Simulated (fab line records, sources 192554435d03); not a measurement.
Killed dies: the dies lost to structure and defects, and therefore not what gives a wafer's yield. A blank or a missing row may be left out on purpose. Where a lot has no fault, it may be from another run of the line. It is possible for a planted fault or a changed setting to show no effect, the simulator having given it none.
fab line records + flow n5-finfet + part 2 of 2: steps 21 to 31 of 31
record
- lots=5
- wafers=15
- last-day=18
route steps=1938 shown BEOL_M9@1406
lots untouched by any fault: they come from a run of this same line in which no faults occurred
start-h: start of the lot's first displayed wafer, in hours after the record's first day + wait-h: time in hours since the lot's previous step + " the same as in the row above + L1.1+2: one row covering several wafers at once + - either no value or no given start + * or withheld: withheld + < > ~ a bound
route shown NAME@n: a module of which the file shows steps, and the number in the route of the first + usual: the fault-free wafers' mean and standard deviation + same: alike in all rows + chamber/n: place in a boat + sites: each site's reading + _std_site: the values' standard deviation + _edge_site: inner sites' mean taken away from outer sites' mean + radius-mm: how far each site lies from the wafer's centre + mask NAME#n: copy n + behind: tool/chamber where the wafer was last shaped + hold: why the lot was held/for how many hours/how that ended + device: the transistor (n, p or np) that didn't switch + end of line: the same wafers' tests at the end of the route + a step without rows: its recipe alone + killed: dies lost to structure and defects at the first sort, not the wafer's yield + map: shows each die of a wafer: x if killed, . if not, _ if none is there
set.NAME: the setting as run; set.NAME@STEP: as run at that earlier step + model.NAME: the simulator's own value behind a step, which no gauge read
lots seen at some steps along the route; tables by step, rows by wafer
services: the hour from which a tool's chamber was out of use, counted from the record's first day as start-h (under 0 if before that day), plus the number of hours and why
## steps
# step N5_BEOL_M9_COAT_64
# recipe
- resist=SiARC
- temp-c=220
- time-s=60
- spin-rpm=1500
- resist-thk-nm=12
# usual
- exhaust-pa=44.5/0.83
| lot.wafer | tool           | chamber | start-h | wait-h | exhaust-pa |
|-----------|----------------|---------|---------|--------|------------|
| L083.4    | litho-track-05 | 0       | -       | -      | 44.3       |
| L083.5    | "              | 0       | "       | "      | 44.4       |
| L083.6    | "              | 0       | "       | "      | 44.6       |
| L084.2    | litho-track-02 | 0       | -       | -      | 44.8       |
| L084.3    | "              | 0       | "       | "      | 45.3       |
| L084.4    | "              | 0       | "       | "      | 44.1       |
| L086.2    | litho-track-02 | 0       | -       | -      | 45.8       |
| L086.4    | "              | 0       | "       | "      | 44.4       |
| L086.6    | "              | 0       | "       | "      | 44.3       |
| L092.1    | litho-track-05 | 0       | -       | -      | 43.6       |
| L092.4    | "              | 0       | "       | "      | 44.0       |
| L092.5    | "              | 0       | "       | "      | 43.9       |
| L095.2    | litho-track-05 | 0       | -       | -      | 44.3       |
| L095.3    | "              | 0       | "       | "      | 44.2       |
| L095.5    | "              | 0       | "       | "      | 44.6       |
# step N5_BEOL_M9_COAT_75
# recipe
- resist=underlayer
- temp-c=205
- time-s=60
- spin-rpm=1500
- resist-thk-nm=5
# usual
- exhaust-pa=45.1/0.89
| lot.wafer | tool           | chamber | start-h | wait-h | exhaust-pa |
|-----------|----------------|---------|---------|--------|------------|
| L083.4    | litho-track-05 | 0       | -       | -      | 43.6       |
| L083.5    | "              | 0       | "       | "      | 45.2       |
| L083.6    | "              | 0       | "       | "      | 44.9       |
| L084.2    | litho-track-02 | 0       | -       | -      | 44.3       |
| L084.3    | "              | 0       | "       | "      | 44.6       |
| L084.4    | "              | 0       | "       | "      | 43.3       |
| L086.2    | litho-track-02 | 0       | -       | -      | 45.8       |
| L086.4    | "              | 0       | "       | "      | 45.1       |
| L086.6    | "              | 0       | "       | "      | 46.1       |
| L092.1    | litho-track-05 | 0       | -       | -      | 45.3       |
| L092.4    | "              | 0       | "       | "      | 46.2       |
| L092.5    | "              | 0       | "       | "      | 45.6       |
| L095.2    | litho-track-05 | 0       | -       | -      | 46.0       |
| L095.3    | "              | 0       | "       | "      | 44.6       |
| L095.5    | "              | 0       | "       | "      | 44.3       |
# step N5_BEOL_M9_COAT_22
# recipe
- resist=CAR-EUV
- spin-rpm=1500
- resist-thk-nm=30
# usual
- exhaust-pa=44.9/0.99
| lot.wafer | tool           | chamber | start-h | wait-h | exhaust-pa |
|-----------|----------------|---------|---------|--------|------------|
| L083.4    | litho-track-05 | 0       | -       | -      | 45.0       |
| L083.5    | "              | 0       | "       | "      | 44.4       |
| L083.6    | "              | 0       | "       | "      | 45.4       |
| L084.2    | litho-track-02 | 0       | -       | -      | 45.9       |
| L084.3    | "              | 0       | "       | "      | 45.1       |
| L084.4    | "              | 0       | "       | "      | 44.9       |
| L086.2    | litho-track-02 | 0       | -       | -      | 44.8       |
| L086.4    | "              | 0       | "       | "      | 44.7       |
| L086.6    | "              | 0       | "       | "      | 45.8       |
| L092.1    | litho-track-05 | 0       | -       | -      | 44.2       |
| L092.4    | "              | 0       | "       | "      | 44.5       |
| L092.5    | "              | 0       | "       | "      | 44.5       |
| L095.2    | litho-track-05 | 0       | -       | -      | 45.3       |
| L095.3    | "              | 0       | "       | "      | 44.2       |
| L095.5    | "              | 0       | "       | "      | 45.1       |
# step N5_BEOL_M9_EBR_24
# recipe
- solvent=PGMEA
- ebr-width-mm=1.5
# usual
- exhaust-pa=45.1/0.81
| lot.wafer | tool           | chamber | start-h | wait-h | exhaust-pa |
|-----------|----------------|---------|---------|--------|------------|
| L083.4    | litho-track-05 | 0       | -       | -      | 44.4       |
| L083.5    | "              | 0       | "       | "      | 44.8       |
| L083.6    | "              | 0       | "       | "      | 45.2       |
| L084.2    | litho-track-02 | 0       | -       | -      | 45.9       |
| L084.3    | "              | 0       | "       | "      | 45.0       |
| L084.4    | "              | 0       | "       | "      | 44.6       |
| L086.2    | litho-track-02 | 0       | -       | -      | 46.5       |
| L086.4    | "              | 0       | "       | "      | 45.5       |
| L086.6    | "              | 0       | "       | "      | 45.1       |
| L092.1    | litho-track-05 | 0       | -       | -      | 45.2       |
| L092.4    | "              | 0       | "       | "      | 44.7       |
| L092.5    | "              | 0       | "       | "      | 44.7       |
| L095.2    | litho-track-05 | 0       | -       | -      | 43.7       |
| L095.3    | "              | 0       | "       | "      | 43.9       |
| L095.5    | "              | 0       | "       | "      | 44.4       |
# step N5_BEOL_M9_SOFTBAKE_23
# recipe
- temp-c=110
- time-s=60
- resist=CAR-EUV
# usual
- exhaust-pa=45.2/0.82
| lot.wafer | tool           | chamber | start-h | wait-h | exhaust-pa |
|-----------|----------------|---------|---------|--------|------------|
| L083.4    | litho-track-05 | 0       | -       | -      | 45.9       |
| L083.5    | "              | 0       | "       | "      | 46.5       |
| L083.6    | "              | 0       | "       | "      | 45.1       |
| L084.2    | litho-track-02 | 0       | -       | -      | 45.5       |
| L084.3    | "              | 0       | "       | "      | 45.9       |
| L084.4    | "              | 0       | "       | "      | 45.8       |
| L086.2    | litho-track-02 | 0       | -       | -      | 45.0       |
| L086.4    | "              | 0       | "       | "      | 46.1       |
| L086.6    | "              | 0       | "       | "      | 45.8       |
| L092.1    | litho-track-05 | 0       | -       | -      | 45.5       |
| L092.4    | "              | 0       | "       | "      | 45.5       |
| L092.5    | "              | 0       | "       | "      | 45.9       |
| L095.2    | litho-track-05 | 0       | -       | -      | 45.7       |
| L095.3    | "              | 0       | "       | "      | 44.4       |
| L095.5    | "              | 0       | "       | "      | 44.3       |
# step N5_BEOL_M9_EXPOSE_25
# recipe
- mask-id=V8
- na=0.33
- source-shape=annular
- sigma-inner=0.4
- sigma-outer=0.8
- polarization=unpolarized
- dose-mj=37.25
| lot.wafer  | tool           | chamber | start-h | wait-h | mask |
|------------|----------------|---------|---------|--------|------|
| L083.4+5+6 | euv-scanner-02 | 0       | 293.32  | -      | V8#0 |
| L084.2+3+4 | euv-scanner-02 | 0       | 298.57  | -      | V8#0 |
| L086.2+4+6 | euv-scanner-01 | 0       | 323.08  | -      | V8#0 |
| L092.1+4+5 | euv-scanner-01 | 0       | 335.06  | -      | V8#0 |
| L095.2+3+5 | euv-scanner-01 | 0       | 364.46  | -      | V8#0 |
# step N5_BEOL_M9_PEB_26
# recipe
- peb-temp-c=100
- peb-time-s=60
- resist=CAR-EUV
# usual
- exhaust-pa=45.1/0.97
| lot.wafer | tool           | chamber | start-h | wait-h | exhaust-pa |
|-----------|----------------|---------|---------|--------|------------|
| L083.4    | litho-track-05 | 0       | 293.36  | 0.0    | 42.1       |
| L083.5    | "              | 0       | "       | "      | 43.0       |
| L083.6    | "              | 0       | "       | "      | 43.1       |
| L084.2    | litho-track-05 | 0       | 298.63  | 0.0    | 45.3       |
| L084.3    | "              | 0       | "       | "      | 46.2       |
| L084.4    | "              | 0       | "       | "      | 46.3       |
| L086.2    | litho-track-02 | 0       | 323.14  | 0.0    | 45.2       |
| L086.4    | "              | 0       | "       | "      | 44.3       |
| L086.6    | "              | 0       | "       | "      | 44.1       |
| L092.1    | litho-track-03 | 0       | 335.12  | 0.1    | 45.6       |
| L092.4    | "              | 0       | "       | "      | 45.5       |
| L092.5    | "              | 0       | "       | "      | 45.1       |
| L095.2    | litho-track-02 | 0       | 364.52  | 0.0    | 47.1       |
| L095.3    | "              | 0       | "       | "      | 47.2       |
| L095.5    | "              | 0       | "       | "      | 46.6       |
# step N5_BEOL_M9_DEVELOP_27
# recipe
- develop-time-s=30
- developer=TMAH
- resist=CAR-EUV
- rinse-liquid=surfactant-rinse
- dry=air-spin
- dev-temp-c=23
# usual
- exhaust-pa=44.8/0.86
| lot.wafer | tool           | chamber | start-h | wait-h | exhaust-pa |
|-----------|----------------|---------|---------|--------|------------|
| L083.4    | litho-track-05 | 0       | -       | -      | 44.7       |
| L083.5    | "              | 0       | "       | "      | 45.2       |
| L083.6    | "              | 0       | "       | "      | 44.5       |
| L084.2    | litho-track-05 | 0       | -       | -      | 43.8       |
| L084.3    | "              | 0       | "       | "      | 44.3       |
| L084.4    | "              | 0       | "       | "      | 44.7       |
| L086.2    | litho-track-02 | 0       | -       | -      | 45.6       |
| L086.4    | "              | 0       | "       | "      | 44.8       |
| L086.6    | "              | 0       | "       | "      | 44.7       |
| L092.1    | litho-track-03 | 0       | -       | -      | 43.6       |
| L092.4    | "              | 0       | "       | "      | 44.3       |
| L092.5    | "              | 0       | "       | "      | 45.6       |
| L095.2    | litho-track-02 | 0       | -       | -      | 42.5       |
| L095.3    | "              | 0       | "       | "      | 43.7       |
| L095.5    | "              | 0       | "       | "      | 43.9       |
# step N5_BEOL_M9_CD_MEAS_28
# recipe
- target-cd-nm=70
- landing-energy-ev=500
- detector=se-inlens
- polarity=opening
# usual
- cd-nm=70.07/0.23
| lot.wafer | tool      | chamber | start-h | wait-h | cd-nm |
|-----------|-----------|---------|---------|--------|-------|
| L083.4    | cd-sem-02 | 0       | 293.43  | -      | 69.89 |
| L083.5    | "         | 0       | "       | "      | 70.31 |
| L083.6    | "         | 0       | "       | "      | 70.50 |
| L084.2    | cd-sem-02 | 0       | 298.70  | -      | 69.80 |
| L084.3    | "         | 0       | "       | "      | 70.09 |
| L084.4    | "         | 0       | "       | "      | 70.20 |
| L086.2    | cd-sem-01 | 0       | 323.20  | -      | 70.32 |
| L086.4    | "         | 0       | "       | "      | 69.88 |
| L086.6    | "         | 0       | "       | "      | 69.74 |
| L092.1    | cd-sem-03 | 0       | 335.19  | -      | 70.35 |
| L092.4    | "         | 0       | "       | "      | 70.01 |
| L092.5    | "         | 0       | "       | "      | 70.36 |
| L095.2    | cd-sem-03 | 0       | 364.58  | -      | 70.20 |
| L095.3    | "         | 0       | "       | "      | 69.89 |
| L095.5    | "         | 0       | "       | "      | 69.95 |
# step N5_BEOL_M9_OVL_MEAS_29
# recipe
- points-per-wafer=522
# usual
- V8_OVL=-0.7/0.71
| lot.wafer | tool       | chamber | start-h | wait-h | V8_OVL[nm] |
|-----------|------------|---------|---------|--------|------------|
| L083.4    | overlay-02 | 0       | 293.48  | 0.0    | -0.9       |
| L083.5    | "          | 0       | "       | "      | -1.7       |
| L083.6    | "          | 0       | "       | "      | -1.2       |
| L084.2    | overlay-02 | 0       | 298.73  | 0.0    | -0.6       |
| L084.3    | "          | 0       | "       | "      | -0.1       |
| L084.4    | "          | 0       | "       | "      | -0.4       |
| L086.2    | overlay-01 | 0       | 323.24  | 0.0    | -1.7       |
| L086.4    | "          | 0       | "       | "      | -2.0       |
| L086.6    | "          | 0       | "       | "      | -0.8       |
| L092.1    | overlay-01 | 0       | 335.22  | 0.0    | -1.5       |
| L092.4    | "          | 0       | "       | "      | -1.3       |
| L092.5    | "          | 0       | "       | "      | -1.7       |
| L095.2    | overlay-01 | 0       | 364.62  | 0.0    | -0.6       |
| L095.3    | "          | 0       | "       | "      | -1.1       |
| L095.5    | "          | 0       | "       | "      | -1.0       |
# step N5_BEOL_M9_INSPECT_30
# recipe
- mode=adi
- inspect-instrument=brightfield
# usual
- raw-defect-count=422/82
| lot.wafer | tool              | chamber | start-h | wait-h | raw-defect-count |
|-----------|-------------------|---------|---------|--------|------------------|
| L083.4    | defect-inspect-02 | -       | 293.52  | 0.0    | 403              |
| L083.5    | "                 | -       | "       | "      | 369              |
| L083.6    | "                 | -       | "       | "      | 499              |
| L084.2    | defect-inspect-02 | -       | 298.84  | 0.1    | 372              |
| L084.3    | "                 | -       | "       | "      | 379              |
| L084.4    | "                 | -       | "       | "      | 498              |
| L086.2    | defect-inspect-02 | -       | 323.29  | 0.0    | 345              |
| L086.4    | "                 | -       | "       | "      | 377              |
| L086.6    | "                 | -       | "       | "      | 236              |
| L092.1    | defect-inspect-01 | -       | 335.28  | 0.1    | 439              |
| L092.4    | "                 | -       | "       | "      | 295              |
| L092.5    | "                 | -       | "       | "      | 367              |
| L095.2    | defect-inspect-01 | -       | 364.67  | 0.0    | 602              |
| L095.3    | "                 | -       | "       | "      | 518              |
| L095.5    | "                 | -       | "       | "      | 390              |
## services
| tool            | chamber | start-h | hours | kind                          |
|-----------------|---------|---------|-------|-------------------------------|
| euv-scanner-01  | -       | 273.14  | 1.0   | pm                            |
| euv-scanner-02  | -       | 273.33  | 1.3   | repair                        |
| rie-metal-02    | -       | 274.27  | 0.4   | repair                        |
| euv-scanner-02  | -       | 274.67  | 1.0   | pm                            |
| arfi-scanner-03 | -       | 280.58  | 0.8   | pm                            |
| arfi-scanner-01 | -       | 282.22  | 3.9   | pm                            |
| arfi-scanner-02 | -       | 282.30  | 0.8   | pm                            |
| euv-scanner-02  | -       | 282.83  | 0.5   | repair                        |
| rie-diel-01     | 3       | 288.09  | 4.2   | repair                        |
| euv-scanner-01  | -       | 298.50  | 0.2   | repair                        |
| euv-scanner-02  | -       | 301.81  | 0.1   | repair                        |
| rie-metal-01    | 1       | 308.57  | -     | clean                         |
| rie-diel-04     | 0       | 309.05  | -     | clean                         |
| rie-diel-04     | 0       | 309.05  | -     | consumable-replace:focus-ring |
| rie-diel-04     | 0       | 309.05  | 30.9  | scheduled-down                |
| rie-diel-04     | 0       | 309.05  | 30.9  | vent-cycle                    |
| arfi-scanner-01 | -       | 312.18  | 3.1   | pm                            |
| arfi-scanner-03 | -       | 314.04  | 1.0   | pm                            |
| arfi-scanner-03 | -       | 318.75  | 0.7   | repair                        |
| euv-scanner-01  | -       | 329.29  | 1.0   | pm                            |
| arfi-scanner-03 | -       | 330.22  | 1.3   | pm                            |
| euv-scanner-02  | -       | 330.30  | 1.0   | pm                            |
| arfi-scanner-01 | -       | 348.25  | 1.0   | pm                            |
| rie-diel-04     | 1       | 360.52  | 12.7  | repair                        |
